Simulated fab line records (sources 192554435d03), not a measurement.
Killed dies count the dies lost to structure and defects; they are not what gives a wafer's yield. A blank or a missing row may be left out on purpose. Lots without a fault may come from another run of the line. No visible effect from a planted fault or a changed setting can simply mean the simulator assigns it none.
Chamber matching | flow n5-finfet | ald-metal-01 running N5_HKMG_FIN_NWFM_ALD_20: 4 sister chambers
The step deposits TiAlC, target thk 2 nm, pulse time 3 s, purge time 2 s. 22 wafers are shown with their chamber, then 11 later ones without.

EACH WAFER AND ITS CHAMBER
wafer  | chamber | heater-power-w (W) | precursor-pulse-height-rel
L076.1 | 0       | 531                | 1.034
L076.5 | 0       | 530                | 1.052
L076.6 | 1       | 484                | 1.020
L078.1 | 0       | 552                | 1.034
L078.2 | 3       | 483                | 0.988
L078.4 | 1       | 497                | 1.003
L080.1 | 3       | 485                | 0.980
L080.5 | 0       | 542                | 0.978
L080.6 | 3       | 470                | 1.003
L082.4 | 3       | 475                | 0.991
L082.5 | 3       | 474                | 0.994
L082.6 | 2       | 470                | 0.974
L083.1 | 2       | 461                | 1.014
L083.4 | 2       | 474                | 0.993
L083.5 | 1       | 493                | 1.012
L084.2 | 1       | 498                | 0.971
L084.3 | 0       | 532                | 1.024
L084.6 | 1       | 489                | 1.001
L087.1 | 2       | 478                | 1.006
L087.2 | 0       | 548                | 1.014
L087.3 | 1       | 489                | 0.991
L091.2 | 1       | 493                | 0.984

SIGNATURES (averages over the wafers above)
reading                    | chamber 0 | chamber 1 | chamber 2 | chamber 3 | scatter within a chamber
heater-power-w             | 539.17    | 491.86    | 470.75    | 477.40    | 7.14
precursor-pulse-height-rel | 1.02267   | 0.99743   | 0.99675   | 0.99120   | 0.0184
Rule: a wafer lies at a distance from a chamber equal to the root of the sum of squares, over the readings, of (its reading less the chamber's mean, divided by the reading's scatter). If the next closest chamber is less than 2 further off than the closest, the wafer can't be placed; otherwise it belongs to the closest. The scatter: take each reading less its chamber's mean, square it, sum over the shown wafers, divide by the number of wafers less the number of chambers, and take the root.

WAFERS MISSING THEIR CHAMBER
wafer  | heater-power-w (W) | precursor-pulse-height-rel
L091.3 | 539                | 0.995
L091.4 | 491                | 1.026
L094.1 | 497                | 0.989
L094.4 | 470                | 1.012
L094.6 | 498                | 1.027
L095.1 | 541                | 0.986
L095.4 | 492                | 0.968
L095.6 | 534                | 1.017
L096.3 | 544                | 1.006
L096.4 | 496                | 0.995
L096.5 | 496                | 0.981

WHICH CHAMBER EACH ONE RAN IN
wafer  | from the rows above          | in truth
L091.3 | 0                            | 0
L091.4 | can't be placed: 1 or 3 or 2 | 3
L094.1 | can't be placed: 1 or 3      | 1
L094.4 | can't be placed: 2 or 3      | 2
L094.6 | can't be placed: 1 or 3      | 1
L095.1 | 0                            | 0
L095.4 | can't be placed: 1 or 3 or 2 | 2
L095.6 | 0                            | 0
L096.3 | 0                            | 0
L096.4 | 1                            | 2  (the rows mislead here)
L096.5 | can't be placed: 1 or 3      | 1
Correct placement for 4 of the 11. These rows do not allow placing 6 (true chamber among the candidates in 6). Number placed wrongly: 1.
